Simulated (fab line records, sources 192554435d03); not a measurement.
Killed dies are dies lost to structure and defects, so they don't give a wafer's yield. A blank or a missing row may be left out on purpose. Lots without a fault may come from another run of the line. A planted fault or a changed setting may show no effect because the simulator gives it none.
fab line records | flow n5_finfet
record lots=11 wafers=30 last_day=18
route steps=1938 shown MOL_CONTACT_COAG@624 BEOL_M0_SAQP@632 BEOL_M4@1111 PASSIVATION@1936
lots that met no fault: from a run of the same line without faults
start_h: hours from the record's first day to the start of the lot's first wafer shown | wait_h: hours since the lot's step before | " the same as in the row above | L1.1+2: a row that stands for several wafers | - no value, or no start given | * or withheld: withheld | < > ~ a bound
route shown NAME@n: a module of which the file shows steps, and the number in the route of the first | usual: mean/standard deviation of fault-free wafers | same: alike in all rows | chamber/n: place in a boat | sites: the reading at each site | _std_site: their standard deviation | _edge_site: outer sites' mean less inner sites' | radius_mm: how far each site lies from the wafer's centre | mask NAME#n: copy n | behind: the tool/chamber that last shaped the wafer | hold: why the lot was held/for how many hours/how that ended | device: the transistor (n, p or np) that didn't switch | end of line: the same wafers' tests at the end of the route | a step without rows: its recipe alone | killed: dies lost to structure and defects at the first sort, not the wafer's yield | map: a wafer's dies, x killed, . not, _ none there
set.NAME: the setting as run; set.NAME@STEP: as run at that earlier step | model.NAME: the simulator's own value behind a step, which no gauge read
steps of the route over a sample of lots; a table a step, a row a wafer
services: from which hour (start_h, from the record's first day; less than 0 if before it) a tool's chamber was out of use, for how many hours, and why
## steps
# step N5_MOL_CONTACT_COAG_CVD_140
# recipe material=W target_thk_a=665 mode=selective_fill temp_c=300 time_s=215
# usual heater_power_w=454/61
# columns lot.wafer tool chamber start_h wait_h heater_power_w
L389.1 cvd_w-01 1 113.74 0.1 477
L389.2 " 0 " " 560
L389.4 " 0 " " 568
L390.2 cvd_w-02 0 113.95 0.1 417
L390.3 " 0 " " 421
L393.3 cvd_w-01 1 129.63 0.1 470
L393.4 " 0 " " 559
L393.6 " 0 " " 548
L394.1 cvd_w-02 0 135.80 0.1 416
L394.3 " 1 " " 397
L394.4 " 0 " " 422
L396.3 cvd_w-01 1 150.55 0.1 461
L396.4 " 0 " " 574
L396.6 " 1 " " 466
L404.1 cvd_w-02 1 197.92 0.1 401
L404.3 " 0 " " 424
L404.5 " 1 " " 410
L405.1 cvd_w-02 0 205.38 0.1 435
L405.2 " 1 " " 395
L405.4 " 0 " " 425
L406.1 cvd_w-01 0 207.19 0.1 559
L406.3 " 0 " " 542
L406.4 " 1 " " 464
L408.3 cvd_w-01 0 224.03 0.1 567
L408.5 " 0 " " 560
L410.4 cvd_w-02 0 239.17 0.1 421
L410.5 " 0 " " 417
L410.6 " 1 " " 401
L411.2 cvd_w-01 0 242.24 0.1 568
L411.4 " 1 " " 478
# step N5_BEOL_M0_SAQP_PECVD_00
# recipe material=SiCN target_thk_a=80 temp_c=withheld precursor=3MS/NH3 pressure_torr=3 rf_w=202 time_s=14
# usual showerhead_plenum_p_Torr=3.675/0.0089 showerhead_vpp_V=875/37 throttle_valve_pct=8.9/0.31
# columns lot.wafer tool chamber start_h wait_h showerhead_plenum_p_Torr showerhead_vpp_V throttle_valve_pct
L389.1 pecvd-01 0 117.75 0.2 3.684 815 8.5
L389.2 " 1 " " 3.689 887 8.3
L389.4 " 0 " " 3.679 797 8.5
L390.2 pecvd-01 2 120.76 0.2 3.675 813 8.8
L390.3 " 1 " " 3.680 882 8.9
L393.3 pecvd-04 2 133.73 0.1 3.673 853 8.7
L393.4 " 1 " " 3.675 895 9.6
L393.6 " 1 " " 3.664 885 9.6
L394.1 pecvd-01 1 139.81 0.2 3.688 861 8.5
L394.3 " 0 " " 3.669 806 8.4
L394.4 " 1 " " 3.687 895 8.9
L396.3 pecvd-01 2 154.47 0.1 3.672 822 8.5
L396.4 " 1 " " 3.684 878 8.7
L396.6 " 2 " " 3.669 819 8.8
L404.1 pecvd-04 2 201.94 0.2 3.675 872 8.8
L404.3 " 1 " " 3.686 892 9.5
L404.5 " 0 " " 3.670 896 9.0
L405.1 pecvd-02 0 209.38 0.2 3.664 921 9.1
L405.2 " 1 " " 3.679 915 9.1
L405.4 " 1 " " 3.676 889 8.8
L406.1 pecvd-04 0 212.38 0.2 3.675 894 8.7
L406.3 " 2 " " 3.692 877 9.0
L406.4 " 0 " " 3.671 890 9.1
L408.3 pecvd-04 0 230.63 0.1 3.674 885 8.8
L408.5 " 1 " " 3.667 872 9.6
L410.4 pecvd-04 1 243.11 0.1 3.669 883 9.5
L410.5 " 2 " " 3.682 875 8.9
L410.6 " 0 " " 3.667 878 8.9
L411.2 pecvd-04 2 246.25 0.2 3.674 873 8.8
L411.4 " 1 " " 3.677 893 9.6
# step N5_BEOL_M0_SAQP_PECVD_03
# recipe material=SiCN target_thk_a=120 temp_c=withheld precursor=3MS/NH3 pressure_torr=3 rf_w=202 time_s=21.1
# usual showerhead_plenum_p_Torr=3.675/0.0084 showerhead_vpp_V=887/35 throttle_valve_pct=8.9/0.3
# columns lot.wafer tool chamber start_h wait_h showerhead_plenum_p_Torr showerhead_vpp_V throttle_valve_pct
L389.1 pecvd-02 1 120.60 0.1 3.683 904 8.8
L389.2 " 2 " " 3.672 925 9.0
L389.4 " 2 " " 3.673 916 8.7
L390.2 pecvd-02 1 121.92 0.1 3.672 906 8.7
L390.3 " 0 " " 3.672 927 8.9
L393.3 pecvd-04 1 134.18 0.1 3.663 874 9.5
L393.4 " 1 " " 3.681 894 9.4
L393.6 " 2 " " 3.685 870 8.7
L394.1 pecvd-02 2 140.55 0.1 3.673 904 8.8
L394.3 " 1 " " 3.674 897 8.9
L394.4 " 2 " " 3.669 898 8.8
L396.3 pecvd-01 2 155.00 0.1 3.662 818 9.0
L396.4 " 1 " " 3.683 892 8.8
L396.6 " 0 " " 3.681 810 8.8
L404.1 pecvd-02 0 202.82 0.1 3.666 928 9.1
L404.3 " 1 " " 3.682 908 9.0
L404.5 " 1 " " 3.691 904 8.6
L405.1 pecvd-02 2 214.34 0.1 3.668 888 8.9
L405.2 " 0 " " 3.665 920 8.9
L405.4 " 0 " " 3.665 920 8.8
L406.1 pecvd-02 2 214.92 0.1 3.670 899 9.0
L406.3 " 2 " " 3.676 894 8.8
L406.4 " 0 " " 3.667 900 9.4
L408.3 pecvd-01 2 232.80 0.1 3.664 831 8.7
L408.5 " 2 " " 3.673 821 8.8
L410.4 pecvd-04 0 245.36 0.1 3.671 875 8.8
L410.5 " 2 " " 3.677 861 9.1
L410.6 " 1 " " 3.674 884 9.7
L411.2 pecvd-02 0 246.45 0.1 3.661 916 9.0
L411.4 " 1 " " 3.681 907 9.2
# step N5_BEOL_M0_SAQP_PEB_12
# recipe peb_temp_c=withheld peb_time_s=60 resist=CAR-ArF
# same peb_time_s=60
# columns lot.wafer tool chamber start_h wait_h
L389.1+2+4 litho_track-05 0 121.24 0.1
L390.2+3 litho_track-04 0 122.55 0.0
L393.3+4+6 litho_track-04 0 134.80 0.0
L394.1+3+4 litho_track-04 0 141.05 0.1
L396.3+4+6 litho_track-02 0 155.63 0.0
L404.1+3+5 litho_track-05 0 203.45 0.1
L405.1+2+4 litho_track-05 0 215.08 0.1
L406.1+3+4 litho_track-05 0 215.65 0.1
L408.3+5 litho_track-04 0 233.31 0.0
L410.4+5+6 litho_track-04 0 245.85 0.0
L411.2+4 litho_track-04 0 247.08 0.0
# step N5_BEOL_M0_SAQP_CD_MEAS_14
# recipe target_cd_nm=42.5 landing_energy_ev=500 detector=se_inlens
# usual cd_nm=42.5/0.38
# columns lot.wafer tool chamber start_h wait_h cd_nm
L389.1 cd_sem-02 0 121.31 - 42.3
L389.2 " 0 " " 42.2
L389.4 " 0 " " 42.8
L390.2 cd_sem-03 0 122.62 - 43.4
L390.3 " 0 " " 42.8
L393.3 cd_sem-01 0 134.87 - 42.4
L393.4 " 0 " " 43.0
L393.6 " 0 " " 42.4
L394.1 cd_sem-01 0 141.11 - 42.6
L394.3 " 0 " " 42.9
L394.4 " 0 " " 43.3
L396.3 cd_sem-03 0 155.70 - 42.4
L396.4 " 0 " " 42.8
L396.6 " 0 " " 42.4
L404.1 cd_sem-01 0 203.52 - 33.5
L404.3 " 0 " " 33.4
L404.5 " 0 " " 33.2
L405.1 cd_sem-01 0 215.15 - 33.3
L405.2 " 0 " " 33.4
L405.4 " 0 " " 33.2
L406.1 cd_sem-02 0 215.72 - 33.0
L406.3 " 0 " " 33.3
L406.4 " 0 " " 32.8
L408.3 cd_sem-02 0 233.38 - 42.3
L408.5 " 0 " " 42.8
L410.4 cd_sem-03 0 245.92 - 42.3
L410.5 " 0 " " 42.1
L410.6 " 0 " " 43.1
L411.2 cd_sem-01 0 247.15 - 42.6
L411.4 " 0 " " 42.3
# step N5_BEOL_M4_RC_MEAS_101
# usual DIBL_N=36.1/2 DIBL_P=36.3/2.5 IOFF_N=0.16/0.037 IOFF_P=0.21/0.039 ION_N=678/15 ION_P=465/8.7 SS_N=71.4/0.7 SS_P=73.3/0.74 VT_N=249/3.6 VT_P=-250.0/2.9
# columns lot.wafer tool chamber start_h wait_h DIBL_N[mV/V] DIBL_P[mV/V] IOFF_N[nA/um] IOFF_P[nA/um] ION_N[uA/um] ION_P[uA/um] SS_N[mV/dec] SS_P[mV/dec] VT_N[mV] VT_P[mV]
L389.1 prober-02 0 178.41 0.0 38.3 39.1 0.24 0.29 711 482 71.9 73.6 241 -245.8
L389.2 " 0 " " 35.3 35.5 0.16 0.22 670 465 71.7 71.8 249 -248.4
L389.4 " 0 " " 35.2 36.0 0.16 0.23 671 465 71.8 72.8 245 -249.0
L390.2 prober-01 0 191.52 0.2 35.7 35.4 0.14 0.17 675 457 70.6 73.0 254 -255.2
L390.3 " 0 " " 37.6 37.8 0.18 0.22 674 460 72.1 74.7 249 -249.7
L393.3 prober-02 0 198.11 0.3 36.2 37.4 0.16 0.21 679 463 71.7 73.2 249 -253.5
L393.4 " 0 " " 34.6 35.8 0.13 0.18 671 466 71.1 72.5 256 -253.8
L393.6 " 0 " " 37.3 39.0 0.19 0.23 688 467 72.2 74.0 250 -251.7
L394.1 prober-01 0 198.46 0.1 34.8 35.2 0.14 0.18 687 470 71.5 72.7 251 -250.1
L394.3 " 0 " " 34.5 35.1 0.13 0.17 670 459 71.3 73.1 251 -251.9
L394.4 " 0 " " 38.4 40.7 0.21 0.27 687 472 72.4 74.3 244 -245.6
L396.3 prober-02 0 233.23 0.3 38.9 40.1 0.20 0.21 675 456 72.3 73.5 250 -253.0
L396.4 " 0 " " 35.9 37.6 0.15 0.18 673 453 71.5 72.7 252 -254.6
L396.6 " 0 " " 36.7 38.4 0.16 0.19 670 452 72.0 72.8 252 -253.3
L411.2 prober-02 0 313.26 0.2 34.2 34.1 0.13 0.18 676 466 70.1 73.3 251 -251.3
L411.4 " 0 " " 36.9 37.5 0.16 0.23 672 468 71.6 74.1 251 -249.1
L408.3 prober-02 0 318.94 0.3 35.6 35.0 0.15 0.20 675 466 71.8 73.3 250 -247.7
L408.5 " 0 " " 33.9 33.2 0.13 0.20 679 471 70.7 73.0 252 -248.3
L410.4 prober-01 0 325.44 0.5 39.8 41.0 0.25 0.31 702 476 72.3 74.4 242 -245.9
L410.5 " 0 " " 36.3 37.9 0.17 0.25 687 474 71.1 74.2 246 -244.9
L410.6 " 0 " " 37.8 38.1 0.21 0.24 689 460 72.4 74.1 244 -248.1
# step N5_PASSIVATION_PROBE_49
# usual defect_limited_yield=91.1/1.3 killed_at_M0_to_M3=32/9.7 killed_at_M4_up=16/6 killed_at_contacts=12/5.9 killed_at_front_end=41/11 killed_at_other=4/3.1 killed_dies=104/16 killed_on_rim=14/4 killed_open=68/12 killed_short=34/7.4 sort_bin_5_function=5.1/0.85 sort_bin_6_memory=3.3/0.66 sort_n_pass=1075/16 sort_yield_pct=91.1/1.4
# same gross_dies=1180 killed_at_back_side=0 sort_bin_4_leakage[%]=0 sort_bin_8_speed[%]=0
# columns lot.wafer tool chamber start_h wait_h defect_limited_yield[%] killed_at_M0_to_M3 killed_at_M4_up killed_at_contacts killed_at_front_end killed_at_other killed_dies killed_on_rim killed_open killed_short sort_bin_5_function[%] sort_bin_6_memory[%] sort_n_pass sort_yield_pct[%]
L389.1 prober-02 - 291.22 0.0 91.7 25 16 4 50 3 98 15 65 29 4.5 3.6 1082 91.7
L389.2 prober-02 - 291.27 0.1 93.3 17 11 12 33 6 79 11 57 19 4.3 2.4 1101 93.3
L389.4 prober-02 - 291.37 0.2 90.6 36 17 18 36 4 111 14 69 38 5.4 3.6 1069 90.6
L393.3 prober-01 - 314.04 0.1 89.5 40 32 9 39 4 124 20 71 47 6.6 3.5 1056 89.5
L393.4 prober-01 - 314.09 0.2 90.7 42 22 12 30 4 110 17 68 39 5.3 3.4 1070 90.7
L393.6 prober-01 - 314.19 0.3 90.8 46 20 2 40 0 108 10 65 42 5.6 3.2 1072 90.8
L394.1 prober-02 - 319.56 0.2 90.3 34 15 11 51 3 114 12 80 34 4.4 5.0 1066 90.3
L394.3 prober-02 - 319.66 0.3 89.9 47 14 15 41 2 119 15 85 32 6.3 3.3 1061 89.9
L394.4 prober-02 - 319.71 0.3 92.4 29 13 11 34 3 90 11 59 30 4.8 2.6 1090 92.4
L404.1 prober-02 - 394.65 0.0 13.4 963 16 12 29 2 1022 151 51 22 83.8 2.8 158 13.4
L404.3 prober-02 - 394.75 0.1 23.1 828 16 12 49 3 908 149 67 34 73.9 2.6 272 23.1
L404.5 prober-02 - 394.85 0.2 18.7 889 17 8 34 11 959 151 63 32 78.0 2.8 221 18.7
L405.1 prober-01 - 399.94 0.0 9.3 1006 22 7 35 0 1070 152 54 27 88.6 2.0 110 9.3
L405.2 prober-01 - 399.99 0.1 13.1 940 17 11 53 4 1025 152 61 36 81.3 4.1 155 13.1
L405.4 prober-01 - 400.09 0.2 12.2 984 13 5 31 3 1036 152 41 26 85.7 2.1 144 12.2
L406.1 prober-01 - 412.94 0.0 10.1 982 9 9 58 3 1061 152 59 38 85.3 3.4 119 10.1
L406.3 prober-01 - 413.04 0.1 10.3 968 6 16 66 2 1058 152 87 51 84.5 4.8 122 10.3
L406.4 prober-01 - 413.09 0.2 8.4 1012 14 11 40 4 1081 152 67 30 87.3 3.4 99 8.4
L408.3 prober-02 - 425.73 0.1 90.1 40 19 12 41 5 117 19 81 31 5.7 3.9 1063 90.1
L408.5 prober-02 - 425.83 0.2 91.8 33 7 17 36 4 97 15 66 30 4.4 3.3 1083 91.8
# killed by level:class
L389.1 FIN_SAQP:geometric_particle:short=12 DUMMY_GATE:geometric_particle:open=11 FIN_SAQP:geometric_particle:open=8 STI_FIN_REVEAL:geometric_particle:open=6 BEOL_M1:geometric_particle:open=5 MOL_CONTACT_COAG:geometric_particle:open=4 BEOL_M2:geometric_particle:open=4 BEOL_M5:geometric_particle:open=4
L389.2 MOL_CONTACT_COAG:geometric_particle:open=10 FIN_SAQP:geometric_particle:open=6 FIN_SAQP:geometric_particle:short=5 STI_FIN_REVEAL:geometric_particle:open=5 DUMMY_GATE:geometric_particle:open=5 GATE_CUT:geometric_particle:open=5 BEOL_M0:geometric_particle:open=4 BEOL_M7:geometric_particle:open=4
L389.4 MOL_CONTACT_COAG:geometric_particle:open=15 BEOL_M1:geometric_particle:open=10 STI_FIN_REVEAL:geometric_particle:open=8 BEOL_M0_SAQP:geometric_particle:short=6 GATE_CUT:geometric_particle:open=5 BEOL_M0:geometric_particle:open=5 FIN_SAQP:geometric_particle:short=4 FIN_SAQP:geometric_particle:open=4
L393.3 BEOL_M4:geometric_particle:open=10 BEOL_M0_SAQP:geometric_particle:short=8 MOL_CONTACT_COAG:geometric_particle:open=8 FIN_SAQP:geometric_particle:short=7 FIN_SAQP:geometric_particle:open=7 BEOL_M1:geometric_particle:open=7 GATE_CUT:geometric_particle:short=6 BEOL_M2:geometric_particle:open=6
L393.4 BEOL_M3:geometric_particle:open=12 BEOL_M0_SAQP:geometric_particle:open=9 MOL_CONTACT_COAG:geometric_particle:open=8 GATE_CUT:geometric_particle:short=7 BEOL_M1:geometric_particle:open=6 FIN_SAQP:geometric_particle:short=5 FIN_SAQP:geometric_particle:open=4 BEOL_M1:geometric_particle:short=4
L393.6 BEOL_M0_SAQP:geometric_particle:short=16 BEOL_M4:geometric_particle:open=10 FIN_SAQP:geometric_particle:short=8 BEOL_M0_SAQP:geometric_particle:open=8 BEOL_M2:geometric_particle:open=7 STI_FIN_REVEAL:geometric_particle:open=6 BEOL_M3:geometric_particle:open=6 FIN_SAQP:geometric_particle:open=5
L394.1 FIN_SAQP:geometric_particle:short=13 BEOL_M1:geometric_particle:open=13 FIN_SAQP:geometric_particle:open=10 STI_FIN_REVEAL:geometric_particle:open=9 BEOL_M2:geometric_particle:open=9 MOL_CONTACT_COAG:geometric_particle:open=8 BEOL_M3:geometric_particle:open=6 BEOL_M4:geometric_particle:open=6
L394.3 MOL_CONTACT_COAG:geometric_particle:open=12 BEOL_M1:geometric_particle:open=11 FIN_SAQP:geometric_particle:open=11 BEOL_M2:geometric_particle:open=9 STI_FIN_REVEAL:geometric_particle:open=8 BEOL_M3:geometric_particle:open=8 FIN_SAQP:geometric_particle:short=7 BEOL_M4:geometric_particle:open=7
L394.4 BEOL_M1:geometric_particle:open=11 FIN_SAQP:geometric_particle:short=9 MOL_CONTACT_COAG:geometric_particle:open=9 FIN_SAQP:geometric_particle:open=6 BEOL_M5:geometric_particle:open=6 BEOL_M0_SAQP:geometric_particle:short=5 DUMMY_GATE:geometric_particle:open=4 GATE_CUT:geometric_particle:open=4
L404.1 BEOL_M0_SAQP:area_peb=948 MOL_CONTACT_COAG:geometric_particle:open=10 STI_FIN_REVEAL:geometric_particle:open=8 FIN_SAQP:geometric_particle:open=5 BEOL_M4:geometric_particle:open=5 BEOL_M2:geometric_particle:open=4 STARTING-WAFER:geometric_particle:short=4 FIN_SAQP:geometric_particle:short=3
L404.3 BEOL_M0_SAQP:area_peb=807 FIN_SAQP:geometric_particle:short=13 FIN_SAQP:geometric_particle:open=12 STI_FIN_REVEAL:geometric_particle:open=10 MOL_CONTACT_COAG:geometric_particle:open=10 BEOL_M4:geometric_particle:open=8 BEOL_M0_SAQP:geometric_particle:open=5 BEOL_M3:geometric_particle:open=5
L404.5 BEOL_M0_SAQP:area_peb=864 FIN_SAQP:geometric_particle:open=11 STI_FIN_REVEAL:geometric_particle:open=8 BEOL_M0_SAQP:geometric_particle:short=6 BEOL_M3:geometric_particle:open=6 FIN_SAQP:geometric_particle:short=5 MOL_CONTACT_COAG:geometric_particle:open=5 BEOL_M0_SAQP:geometric_particle:open=5
L405.1 BEOL_M0_SAQP:area_peb=988 BEOL_M3:geometric_particle:open=7 FIN_SAQP:geometric_particle:short=6 BEOL_M4:geometric_particle:open=6 DUMMY_GATE:geometric_particle:open=5 MOL_CONTACT_COAG:geometric_particle:open=5 BEOL_M2:geometric_particle:open=5 STARTING-WAFER:geometric_particle:open=5
L405.2 BEOL_M0_SAQP:area_peb=914 HKMG_FIN:area_etch=14 STI_FIN_REVEAL:geometric_particle:open=12 BEOL_M4:geometric_particle:open=8 MOL_CONTACT_COAG:geometric_particle:open=7 BEOL_M0_SAQP:geometric_particle:open=7 DUMMY_GATE:geometric_particle:open=6 BEOL_M3:geometric_particle:open=5
L405.4 BEOL_M0_SAQP:area_peb=968 FIN_SAQP:geometric_particle:short=9 DUMMY_GATE:geometric_particle:open=7 MOL_CONTACT_COAG:geometric_particle:open=4 BEOL_M3:geometric_particle:open=4 GATE_CUT:geometric_particle:short=3 BEOL_M1:geometric_particle:open=3 BEOL_M3:geometric_particle:short=3
L406.1 BEOL_M0_SAQP:area_peb=951 HKMG_FIN:area_etch=13 FIN_SAQP:geometric_particle:short=9 STI_FIN_REVEAL:geometric_particle:open=9 BEOL_M3:geometric_particle:open=9 MOL_CONTACT_COAG:geometric_particle:open=6 ILD0:geometric_particle:short=5 BEOL_M0_SAQP:geometric_particle:open=5
L406.3 BEOL_M0_SAQP:area_peb=920 FIN_SAQP:geometric_particle:open=20 FIN_SAQP:geometric_particle:short=18 BEOL_M3:geometric_particle:open=18 MOL_CONTACT_COAG:geometric_particle:open=15 DUMMY_GATE:geometric_particle:open=8 BEOL_M0_SAQP:geometric_particle:short=7 ILD0:geometric_particle:short=7
L406.4 BEOL_M0_SAQP:area_peb=975 MOL_CONTACT_COAG:geometric_particle:open=10 BEOL_M1:geometric_particle:open=10 HKMG_FIN:area_etch=8 FIN_SAQP:geometric_particle:open=7 DUMMY_GATE:geometric_particle:open=7 BEOL_M3:geometric_particle:open=7 BEOL_M0_SAQP:geometric_particle:short=6
L408.3 FIN_SAQP:geometric_particle:open=13 BEOL_M0_SAQP:geometric_particle:open=11 MOL_CONTACT_COAG:geometric_particle:open=10 BEOL_M3:geometric_particle:open=9 BEOL_M0_SAQP:geometric_particle:short=8 BEOL_M4:geometric_particle:open=6 STI_FIN_REVEAL:geometric_particle:open=5 GATE_CUT:geometric_particle:short=5
L408.5 MOL_CONTACT_COAG:geometric_particle:open=12 BEOL_M3:geometric_particle:open=11 DUMMY_GATE:geometric_particle:open=9 BEOL_M0_SAQP:geometric_particle:open=6 GATE_CUT:geometric_particle:open=5 MOL_CONTACT_COAG:geometric_particle:short=5 BEOL_M0_SAQP:geometric_particle:short=4 DUMMY_GATE:geometric_particle:short=4
## services
# columns tool chamber start_h hours kind
pecvd-02 0 91.74 5.5 scheduled_down
pecvd-04 - 99.25 28.1 pm
pecvd-01 2 104.13 4.0 repair
pecvd-01 2 131.50 6.3 repair
pecvd-04 0 131.92 2.1 scheduled_down
pecvd-01 1 133.26 - calibration
cvd_w-01 - 150.71 2.8 pm
litho_track-02 - 151.01 - consumable_replace:filter
pecvd-04 - 155.23 2.8 pm
pecvd-04 - 160.06 0.3 repair
pecvd-02 2 161.44 4.7 repair
pecvd-02 - 161.88 9.5 repair
cvd_w-01 - 188.19 1.5 repair
pecvd-04 1 210.67 3.4 repair
pecvd-02 1 213.54 5.5 scheduled_down
pecvd-04 1 214.10 5.5 scheduled_down
litho_track-04 - 216.19 - consumable_replace:filter
pecvd-04 1 219.64 5.5 scheduled_down
cvd_w-01 - 225.32 0.6 repair
pecvd-04 0 238.10 - calibration
pecvd-01 2 245.23 12.9 repair
## key
first_sign step=N5_BEOL_M0_SAQP_CD_MEAS_14 reading=cd_nm direction=down sigmas=25 usual=42.5 struck=33.2
effect step=N5_PASSIVATION_PROBE_49 reading=killed_at_M0_to_M3 direction=up sigmas=95 usual=32 struck=952
more_kills_born_at N5_BEOL_M0_SAQP_PEB_12@litho_track-05=8335
met_at N5_BEOL_M0_SAQP_PEB_12
struck_lots L404,L405,L406
later_rows_left_out L404.1,L404.3,L404.5,L405.1,L405.2,L405.4,L406.1,L406.3,L406.4
baseline_loss step=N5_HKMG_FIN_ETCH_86 wafers=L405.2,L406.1
not_acting_at N5_MOL_CONTACT_COAG_CVD_140,N5_BEOL_M0_SAQP_PECVD_00,N5_BEOL_M0_SAQP_PECVD_03
onset_between 121.24 203.45
fault kind=process_parameter_drift tool=litho_track-05 chamber=- onset_h=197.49 steps=N5_BEOL_M0_SAQP_PEB_12 channel=peb_temp_c offset=withheld shape=step end_h=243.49 acts_in=*
# later_rows_left_out: the simulator's readings of these wafers behind a module that went badly wrong aren't trusted and aren't shown, but for the sort
# baseline_loss: these wafers lose ten dies or more at that step, a loss of the line's own and not of a fault; the sort's usual values leave them out
